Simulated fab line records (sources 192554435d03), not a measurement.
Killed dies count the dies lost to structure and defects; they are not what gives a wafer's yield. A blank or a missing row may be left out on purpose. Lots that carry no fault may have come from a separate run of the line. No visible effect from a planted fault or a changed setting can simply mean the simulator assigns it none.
fab line records	flow n5-finfet
[record] lots = 5	wafers = 15	last-day = 18
route steps=1938 shown PASSIVATION@1922 END@1938
lots untouched by any fault: they come from a run of this same line in which no faults occurred
start-h: start of the lot's first displayed wafer, in hours after the record's first day	wait-h: hours from the lot's prior step to this one	" same as the row above	L1.1+2: one row covering several wafers at once	- no value, or no start given	* or withheld: withheld	< > ~ a bound
route shown NAME@n: names a module that has steps shown in the file, with the first one's number in the route	usual: mean/standard deviation taken from wafers without a fault	same: alike in all rows	chamber/n: place in a boat	sites: readings site by site	_std_site: the standard deviation of these	_edge_site: the outer-site mean with the inner-site mean subtracted	radius-mm: for every site, how far away it sits from the centre of the wafer	mask NAME#n: copy n	behind: tool/chamber where the wafer was last shaped	hold: what put the lot on hold/how long, in hours/how the hold closed	device: names the non-switching transistor (n, p or np)	end of line: the same wafers' tests at the end of the route	a step given without rows: its recipe and nothing more	killed: dies lost to structure and defects at the first sort, not the wafer's yield	map: the dies of a wafer, with x for killed, . for not killed, _ for no die there
set.NAME: setting as actually run; set.NAME@STEP: the setting as run at that earlier step	model.NAME: the simulator's own value behind a step, which no gauge read
a table for each step, a row for each wafer; lots at some steps of the route
services: the hour from which a tool's chamber was out of use, counted from the record's first day as start-h (under 0 if before that day), plus the number of hours and why
[[steps]]
[step N5_PASSIVATION_PEB_42]
[recipe] peb-temp-c = withheld	peb-time-s = *
[usual] exhaust-pa = 45.0/0.86
lot.wafer	tool	chamber	start-h	wait-h	exhaust-pa
L082.2	litho-track-02	0	331.92	0.0	45.2
L082.3	"	0	"	"	46.3
L082.4	"	0	"	"	45.5
L088.3	litho-track-02	0	347.06	0.0	46.3
L088.4	"	0	"	"	44.9
L088.6	"	0	"	"	46.1
L091.2	litho-track-04	0	385.76	0.0	44.3
L091.4	"	0	"	"	45.7
L091.5	"	0	"	"	45.2
L096.3	litho-track-04	0	402.90	0.0	45.4
L096.4	"	0	"	"	45.2
L096.5	"	0	"	"	45.0
L097.2	litho-track-03	0	428.17	0.0	44.4
L097.4	"	0	"	"	44.4
L097.6	"	0	"	"	43.8
[step N5_PASSIVATION_DEVELOP_43]
[recipe] develop-time-s = 60	rinse-liquid = diw	dry = air-spin	dev-temp-c = 21
[usual] exhaust-pa = 45.1/0.95
lot.wafer	tool	chamber	start-h	wait-h	exhaust-pa
L082.2	litho-track-02	0	-	-	47.2
L082.3	"	0	"	"	45.2
L082.4	"	0	"	"	46.1
L088.3	litho-track-02	0	-	-	45.0
L088.4	"	0	"	"	43.9
L088.6	"	0	"	"	45.3
L091.2	litho-track-04	0	-	-	45.3
L091.4	"	0	"	"	45.9
L091.5	"	0	"	"	45.4
L096.3	litho-track-04	0	-	-	43.9
L096.4	"	0	"	"	45.2
L096.5	"	0	"	"	43.6
L097.2	litho-track-03	0	-	-	46.6
L097.4	"	0	"	"	45.7
L097.6	"	0	"	"	46.0
[step N5_PASSIVATION_HARDBAKE_45]
[recipe] temp-c = 130	time-s = 120
[usual] exhaust-pa = 44.9/0.81	heater-power-total-W = 148.0/0.88
lot.wafer	tool	chamber	start-h	wait-h	exhaust-pa	heater-power-total-W
L082.2	litho-track-02	0	-	-	44.7	149.2
L082.3	"	0	"	"	44.8	148.7
L082.4	"	0	"	"	45.6	147.5
L088.3	litho-track-02	0	-	-	44.7	149.1
L088.4	"	0	"	"	43.7	149.0
L088.6	"	0	"	"	44.8	147.8
L091.2	litho-track-04	0	-	-	43.1	147.4
L091.4	"	0	"	"	43.7	147.2
L091.5	"	0	"	"	43.3	147.8
L096.3	litho-track-04	0	-	-	44.6	148.4
L096.4	"	0	"	"	44.3	146.4
L096.5	"	0	"	"	46.2	149.2
L097.2	litho-track-03	0	-	-	44.8	147.8
L097.4	"	0	"	"	44.8	148.4
L097.6	"	0	"	"	45.5	148.6
[step N5_PASSIVATION_CD_MEAS_44]
[recipe] target-cd-nm = 40000	landing-energy-ev = 500	detector = se-inlens
[usual] cd-nm = 40003/5.2
lot.wafer	tool	chamber	start-h	wait-h	cd-nm
L082.2	cd-sem-02	0	332.04	-	39990
L082.3	"	0	"	"	39994
L082.4	"	0	"	"	39994
L088.3	cd-sem-03	0	347.18	-	40002
L088.4	"	0	"	"	40001
L088.6	"	0	"	"	40004
L091.2	cd-sem-02	0	385.88	-	39997
L091.4	"	0	"	"	40007
L091.5	"	0	"	"	40011
L096.3	cd-sem-01	0	403.02	-	40006
L096.4	"	0	"	"	40006
L096.5	"	0	"	"	39999
L097.2	cd-sem-03	0	428.29	-	40004
L097.4	"	0	"	"	40010
L097.6	"	0	"	"	40010
[step N5_PASSIVATION_OVL_MEAS_66]
[recipe] points-per-wafer = 44
[usual] PASS_OPEN_OVL = 2/4.4
lot.wafer	tool	chamber	start-h	wait-h	PASS_OPEN_OVL[nm]
L082.2	overlay-02	0	332.07	0.0	3
L082.3	"	0	"	"	1
L082.4	"	0	"	"	5
L088.3	overlay-02	0	347.20	0.0	5
L088.4	"	0	"	"	8
L088.6	"	0	"	"	2
L091.2	overlay-02	0	385.91	0.0	2
L091.4	"	0	"	"	5
L091.5	"	0	"	"	7
L096.3	overlay-01	0	403.05	0.0	2
L096.4	"	0	"	"	5
L096.5	"	0	"	"	0
L097.2	overlay-01	0	428.32	0.0	10
L097.4	"	0	"	"	10
L097.6	"	0	"	"	9
[step N5_PASSIVATION_INSPECT_67]
[recipe] mode = adi	inspect-instrument = macro
[usual] raw-defect-count = 2.0/1.4
lot.wafer	tool	chamber	start-h	wait-h	raw-defect-count
L082.2	defect-inspect-02	-	332.10	0.0	1
L082.3	"	-	"	"	1
L082.4	"	-	"	"	0
L088.3	defect-inspect-02	-	347.23	0.0	3
L088.4	"	-	"	"	1
L088.6	"	-	"	"	3
L091.2	defect-inspect-01	-	385.93	0.0	1
L091.4	"	-	"	"	1
L091.5	"	-	"	"	2
L096.3	defect-inspect-02	-	403.07	0.0	1
L096.4	"	-	"	"	1
L096.5	"	-	"	"	4
L097.2	defect-inspect-01	-	428.35	0.0	2
L097.4	"	-	"	"	5
L097.6	"	-	"	"	1
[step N5_PASSIVATION_DESCUM_46]
[recipe] chemistry = O2	time-s = 7.9	source-power-w = 50	bias-power-w = 20	pressure-mtorr = 20	rf-frequency-hz = 2.712e+07	temp-c = 40	o2-flow-sccm = 225
[usual] drypump-motor-current-A = 5.9/0.48	oes-product-au = 0.78/0.074	rf-vpp-V = 243.7/1.3	showerhead-plenum-p-Torr = 2.13/0.068	throttle-valve-pct = 20.4/0.38
lot.wafer	tool	chamber	start-h	wait-h	drypump-motor-current-A	oes-product-au	rf-hours-counter-h	rf-vpp-V	showerhead-plenum-p-Torr	throttle-valve-pct
L082.2	rie-diel-04	3	332.13	0.0	6.3	0.77	132	243.8	2.12	20.3
L082.3	"	1	"	"	5.8	0.92	28	245.0	2.12	19.9
L082.4	"	0	"	"	5.0	0.81	99	243.7	2.06	21.0
L088.3	rie-diel-04	2	347.26	0.0	6.3	0.75	150	244.3	2.20	20.6
L088.4	"	3	"	"	6.3	0.77	137	243.4	2.11	20.3
L088.6	"	0	"	"	5.0	0.80	-	240.4	2.06	21.0
L091.2	rie-diel-05	1	385.99	0.1	5.8	0.68	228	244.7	2.18	21.2
L091.4	"	3	"	"	5.8	0.89	24	242.3	2.14	19.9
L091.5	"	1	"	"	5.8	0.69	-	242.6	2.18	21.2
L096.3	rie-diel-05	1	403.11	0.0	5.8	0.69	235	244.3	2.18	21.2
L096.4	"	3	"	"	5.8	0.88	-	242.8	2.14	19.9
L096.5	"	1	"	"	5.8	0.69	-	243.4	2.18	21.2
L097.2	rie-diel-06	0	428.43	0.1	6.4	0.89	25	243.7	2.15	20.4
L097.4	"	3	"	"	5.1	0.94	11	243.1	2.12	20.0
L097.6	"	1	"	"	6.5	0.74	-	244.7	2.17	20.3
[step N5_PASSIVATION_PASS_ETCH_47]
[recipe] chemistry = CF4/O2	target = SiNx	target-depth-a = 7700	time-s = 385	ion-energy-ev = 100	pressure-mtorr = 40	source-w = 535	bias-w = 49	Ar_flow_sccm = 100	cf4-flow-sccm = 100	O2_flow_sccm = 10
[usual] drypump-motor-current-A = 5.9/0.48	oes_f_703_au = 0.78/0.07	oes_o_777_au = 0.78/0.065	oes-product-au = 0.78/0.07	rf-vpp-V = 242/4.7	showerhead-plenum-p-Torr = 2.24/0.056	throttle-valve-pct = 15.83/0.29
lot.wafer	tool	chamber	start-h	wait-h	drypump-motor-current-A	oes_f_703_au	oes_o_777_au	oes-product-au	rf-hours-counter-h	rf-vpp-V	showerhead-plenum-p-Torr	throttle-valve-pct
L082.2	rie-diel-04	3	332.17	0.0	6.3	0.78	0.80	0.77	132	242	2.21	15.65
L082.3	"	1	"	"	5.8	0.88	0.87	0.91	28	240	2.26	15.50
L082.4	"	0	"	"	5.0	0.84	0.88	0.82	99	240	2.13	16.08
L088.3	rie-diel-04	2	347.30	0.0	6.3	0.77	0.79	0.75	150	240	2.29	15.99
L088.4	"	3	"	"	6.3	0.78	0.79	0.76	137	241	2.21	15.67
L088.6	"	0	"	"	5.0	0.85	0.87	0.81	-	238	2.13	16.09
L091.2	rie-diel-05	1	386.03	0.0	5.8	0.69	0.73	0.69	228	241	2.26	16.41
L091.4	"	3	"	"	5.9	0.90	0.90	0.89	24	240	2.24	15.29
L091.5	"	1	"	"	5.8	0.69	0.73	0.69	-	242	2.26	16.42
L096.3	rie-diel-05	1	403.14	0.0	5.8	0.69	0.72	0.69	235	242	2.26	16.43
L096.4	"	3	"	"	5.8	0.89	0.88	0.88	-	240	2.24	15.30
L096.5	"	1	"	"	5.8	0.69	0.73	0.69	-	241	2.26	16.43
L097.2	rie-diel-06	0	428.46	0.0	6.3	0.84	0.90	0.88	26	253	2.24	15.73
L097.4	"	3	"	"	5.0	0.93	0.93	0.94	11	241	2.24	15.40
L097.6	"	1	"	"	6.5	0.76	0.73	0.75	-	237	2.29	15.89
[step N5_PASSIVATION_ETCH_54]
[recipe] chemistry = CHF3/O2	target = SiO2	target-depth-a = 8800	CHF3_flow_sccm = 50	O2_flow_sccm = 5	Ar_flow_sccm = 200	time-s = 440	mask-material = PR	pressure-mtorr = 30	source-w = 650	bias-w = 170	ion-energy-ev = 200
[usual] drypump-motor-current-A = 5.9/0.48	oes_f_703_au = 0.78/0.071	oes_o_777_au = 0.78/0.068	oes-product-au = 0.78/0.07	rf-vpp-V = 526/10	showerhead-plenum-p-Torr = 2.45/0.071	throttle-valve-pct = 18.8/0.34
lot.wafer	tool	chamber	start-h	wait-h	drypump-motor-current-A	oes_f_703_au	oes_o_777_au	oes-product-au	rf-hours-counter-h	rf-vpp-V	showerhead-plenum-p-Torr	throttle-valve-pct
L082.2	rie-diel-04	3	332.39	0.1	6.3	0.79	0.81	0.77	132	526	2.40	18.5
L082.3	"	1	"	"	5.8	0.89	0.89	0.91	28	520	2.46	18.4
L082.4	"	0	"	"	5.0	0.84	0.85	0.81	99	522	2.34	19.1
L088.3	rie-diel-04	2	347.52	0.1	6.3	0.77	0.77	0.76	150	522	2.52	18.9
L088.4	"	3	"	"	6.3	0.79	0.80	0.76	137	526	2.40	18.5
L088.6	"	0	"	"	5.0	0.84	0.84	0.80	-	523	2.34	19.1
L091.2	rie-diel-05	1	386.26	0.1	5.8	0.69	0.70	0.70	228	527	2.49	19.5
L091.4	"	3	"	"	5.9	0.90	0.90	0.89	24	522	2.45	18.2
L091.5	"	1	"	"	5.8	0.69	0.70	0.69	-	528	2.49	19.5
L096.3	rie-diel-05	1	403.37	0.1	5.8	0.69	0.70	0.68	235	527	2.49	19.5
L096.4	"	3	"	"	5.9	0.89	0.89	0.88	-	523	2.44	18.2
L096.5	"	1	"	"	5.9	0.68	0.69	0.68	-	529	2.49	19.5
L097.2	rie-diel-06	0	428.69	0.1	6.3	0.85	0.88	0.90	26	553	2.47	18.8
L097.4	"	3	"	"	5.0	0.93	0.92	0.95	11	528	2.46	18.4
L097.6	"	1	"	"	6.5	0.76	0.75	0.74	-	513	2.51	18.8
[step N5_PASSIVATION_STRIP_48]
[recipe] chemistry = O2	power-w = 600	temp-c = 60	pressure-mtorr = 30	rf-frequency-hz = 6e+07	bias-power-w = 0	overash-fraction = 0.5	o2-flow-sccm = 225
[usual] drypump-motor-current-A = 5.9/0.48	oes-product-au = 0.78/0.075	rf-vpp-V = 4.0/2.3	showerhead-plenum-p-Torr = 2.13/0.067	throttle-valve-pct = 16.6/0.37
lot.wafer	tool	chamber	start-h	wait-h	drypump-motor-current-A	oes-product-au	rf-hours-counter-h	rf-vpp-V	showerhead-plenum-p-Torr	throttle-valve-pct
L082.2	rie-diel-04	3	332.68	0.1	6.3	0.76	132	5.7	2.12	16.6
L082.3	"	1	"	"	5.7	0.95	28	5.6	2.12	16.1
L082.4	"	0	"	"	5.0	0.81	100	3.3	2.06	17.0
L088.3	rie-diel-04	2	347.81	0.1	6.3	0.77	150	5.4	2.21	16.8
L088.4	"	3	"	"	6.3	0.79	137	7.6	2.12	16.5
L088.6	"	0	"	"	5.0	0.77	-	7.5	2.06	17.1
L091.2	rie-diel-05	1	386.55	0.1	5.8	0.72	229	1.8	2.18	17.4
L091.4	"	3	"	"	5.8	0.88	24	5.1	2.14	16.1
L091.5	"	1	"	"	5.8	0.69	-	4.8	2.18	17.4
L096.3	rie-diel-05	1	403.66	0.1	5.9	0.71	235	11.6	2.18	17.4
L096.4	"	3	"	"	5.8	0.90	-	7.0	2.14	16.1
L096.5	"	1	"	"	5.8	0.65	-	4.1	2.18	17.4
L097.2	rie-diel-06	0	428.98	0.1	6.4	0.86	26	1.4	2.15	16.6
L097.4	"	3	"	"	5.1	0.97	11	3.2	2.13	16.2
L097.6	"	1	"	"	6.5	0.73	-	2.7	2.17	16.6
[step N5_PASSIVATION_STRIP_52]
[recipe] chemistry = post-etch-residue-remover	time-s = 1200	temp-c = 72.5
lot.wafer	tool	chamber	start-h	wait-h
L082.2+3+4	wet-bench-01	2,3,1	332.75	-
L088.3+4+6	wet-bench-01	4,0,7	347.88	-
L091.2+4+5	wet-bench-04	0,7,5	386.61	-
L096.3+4+5	wet-bench-04	4,3,1	403.72	-
L097.2+4+6	wet-bench-06	0,5,6	429.05	-
[step N5_PASSIVATION_CLEAN_71]
[recipe] chemistry = IPA	time-s = 180	temp-c = 25
lot.wafer	tool	chamber	start-h	wait-h
L082.2+3+4	wet-bench-01	2,3,1	333.08	0.0
L088.3+4+6	wet-bench-01	4,0,7	348.24	0.0
L091.2+4+5	wet-bench-04	0,7,5	386.95	0.0
L096.3+4+5	wet-bench-04	4,3,1	404.06	0.0
L097.2+4+6	wet-bench-06	0,5,6	429.38	0.0
[step N5_PASSIVATION_SRD_72]
[recipe] dry = ipa-marangoni	time-s = 30	temp-c = 23	rinse-liquid = diw
lot.wafer	tool	chamber	start-h	wait-h
L082.2+3+4	wet-bench-01	2,3,1	333.14	0.0
L088.3+4+6	wet-bench-01	4,0,7	348.30	0.0
L091.2+4+5	wet-bench-04	0,7,5	387.00	0.0
L096.3+4+5	wet-bench-04	4,3,1	404.11	0.0
L097.2+4+6	wet-bench-06	0,5,6	429.43	0.0
[step N5_PASSIVATION_ANNEAL_56]
[recipe] temp-c = 400	time-s = 1800	ambient = FGA	idle-temp-c = 300	ramp-up-c-per-min = 5	ramp-down-c-per-min = 3
[usual] tube-center-temp-C = 400/0.037
lot.wafer	tool	chamber	start-h	wait-h	tube-center-temp-C
L082.2	furnace-03	0	333.18	0.0	399.97
L082.3	"	0	"	"	400
L082.4	"	0	"	"	400.02
L088.3	furnace-03	0	348.35	0.0	400.07
L088.4	"	0	"	"	400.02
L088.6	"	0	"	"	399.98
L091.2	furnace-01	0	387.04	0.0	400.02
L091.4	"	0	"	"	400.06
L091.5	"	0	"	"	400.05
L096.3	furnace-01	0	404.16	0.0	400.05
L096.4	"	0	"	"	400.02
L096.5	"	0	"	"	399.98
L097.2	furnace-03	0	430.51	1.1	400.04
L097.4	"	0	"	"	399.99
L097.6	"	0	"	"	400.01
[step N5_PASSIVATION_PROBE_49]
[usual] defect-limited-yield = 91.3/1.4	killed_at_M0_to_M3 = 33/9.9	killed_at_M4_up = 15/5.6	killed-at-contacts = 13/5.7	killed-at-front-end = 38/12	killed-at-other = 4/3.1	killed-dies = 103/17	killed-on-rim = 13/4	killed-open = 66/13	killed-short = 32/7.8	sort_bin_5_function = 5.1/0.95	sort_bin_6_memory = 3.2/0.68	sort-n-pass = 1077/17	sort-yield-pct = 91.3/1.5
[same] gross-dies = 1180	killed-at-back-side = 0	sort_bin_4_leakage[%] = 0	sort_bin_8_speed[%] = 0
lot.wafer	tool	chamber	start-h	wait-h	defect-limited-yield[%]	killed_at_M0_to_M3	killed_at_M4_up	killed-at-contacts	killed-at-front-end	killed-at-other	killed-dies	killed-on-rim	killed-open	killed-short	sort_bin_5_function[%]	sort_bin_6_memory[%]	sort-n-pass	sort-yield-pct[%]
L091.2	prober-01	-	389.09	0.1	90.1	54	12	11	31	9	117	20	64	47	4.7	5.1	1063	90.1
L091.4	prober-01	-	389.19	0.2	89.4	34	31	11	44	5	125	26	83	37	6.0	4.2	1055	89.4
L091.5	prober-01	-	389.24	0.2	91.6	30	15	19	33	2	99	17	75	20	4.3	4.0	1081	91.6
L096.3	prober-02	-	406.25	0.1	93.1	25	11	15	23	7	81	13	60	16	3.8	2.7	1099	93.1
L096.4	prober-02	-	406.30	0.2	93.9	19	17	12	22	2	72	6	40	29	3.1	2.5	1108	93.9
L096.5	prober-02	-	406.35	0.2	92.8	22	13	13	36	1	85	16	48	33	4.7	2.3	1095	92.8
// killed by level:class
L091.2 BEOL_M3:geometric-particle:open=16 BEOL_M0_SAQP:geometric-particle:short=8 BEOL_M0_SAQP:geometric-particle:open=8 BEOL_M2:geometric-particle:open=7 MOL_CONTACT_COAG:geometric-particle:open=6 GATE_CUT:geometric-particle:short=5 BEOL_M6:geometric-particle:open=5 STARTING-WAFER:geometric-particle:short=5
L091.4 BEOL_M4:geometric-particle:open=19 FIN_SAQP:geometric-particle:open=14 BEOL_M3:geometric-particle:open=10 MOL_CONTACT_COAG:geometric-particle:open=8 FIN_SAQP:geometric-particle:short=7 BEOL_M4:geometric-particle:short=7 BEOL_M1:geometric-particle:open=7 BEOL_M0_SAQP:geometric-particle:open=6
L091.5 MOL_CONTACT_COAG:geometric-particle:open=17 BEOL_M2:geometric-particle:open=13 BEOL_M4:geometric-particle:open=10 FIN_SAQP:geometric-particle:open=7 DUMMY_GATE:geometric-particle:open=5 ILD0:geometric-particle:short=5 BEOL_M0_SAQP:geometric-particle:open=5 GATE_CUT:geometric-particle:short=3
L096.3 MOL_CONTACT_COAG:geometric-particle:open=13 STI_FIN_REVEAL:geometric-particle:open=9 BEOL_M2:geometric-particle:open=9 BEOL_M4:geometric-particle:open=8 BEOL_M1:geometric-particle:open=7 MIM_TOP:geometric-particle:short=4 BEOL_M0_SAQP:geometric-particle:open=3 BEOL_M6:geometric-particle:open=3
L096.4 BEOL_M2:geometric-particle:open=7 MOL_CONTACT_COAG:geometric-particle:open=7 GATE_CUT:geometric-particle:short=6 FIN_SAQP:geometric-particle:short=5 MOL_CONTACT_COAG:geometric-particle:short=5 BEOL_M0_SAQP:geometric-particle:short=4 BEOL_M5:geometric-particle:open=4 STI_FIN_REVEAL:geometric-particle:open=3
L096.5 MOL_CONTACT_COAG:geometric-particle:open=10 FIN_SAQP:geometric-particle:open=7 STI_FIN_REVEAL:geometric-particle:open=6 BEOL_M2:geometric-particle:open=6 STARTING-WAFER:geometric-particle:short=5 FIN_SAQP:geometric-particle:short=4 BEOL_M0_SAQP:geometric-particle:short=4 BEOL_M0_SAQP:geometric-particle:open=4
[step N5_PASSIVATION_INSPECT_57]
[recipe] inspect-instrument = macro	mode = outgoing
[usual] raw-defect-count = 2.0/1.3
lot.wafer	tool	chamber	start-h	wait-h	raw-defect-count
L082.2	defect-inspect-01	-	335.54	0.0	7
L082.3	"	-	"	"	2
L082.4	"	-	"	"	1
L088.3	defect-inspect-01	-	350.70	0.0	2
L088.4	"	-	"	"	2
L088.6	"	-	"	"	0
L091.2	defect-inspect-02	-	389.40	0.0	1
L091.4	"	-	"	"	1
L091.5	"	-	"	"	0
L096.3	defect-inspect-02	-	406.52	0.0	5
L096.4	"	-	"	"	2
L096.5	"	-	"	"	1
L097.2	defect-inspect-01	-	432.88	0.0	2
L097.4	"	-	"	"	2
L097.6	"	-	"	"	3
[[services]]
tool	chamber	start-h	hours	kind
litho-track-04	-	314.13	-	consumable-replace:filter
rie-diel-06	0	336.64	-	clean
rie-diel-06	0	336.64	-	consumable-replace:focus-ring
rie-diel-06	0	336.64	35.3	scheduled-down
rie-diel-06	0	336.64	35.3	vent-cycle
rie-diel-05	3	369.28	14.3	repair
rie-diel-04	-	377.54	14.6	pm
rie-diel-06	3	380.27	-	clean
rie-diel-06	3	380.27	-	consumable-replace:focus-ring
rie-diel-06	3	380.27	17.9	scheduled-down
rie-diel-06	3	380.27	17.9	vent-cycle
[[key]]
fault none
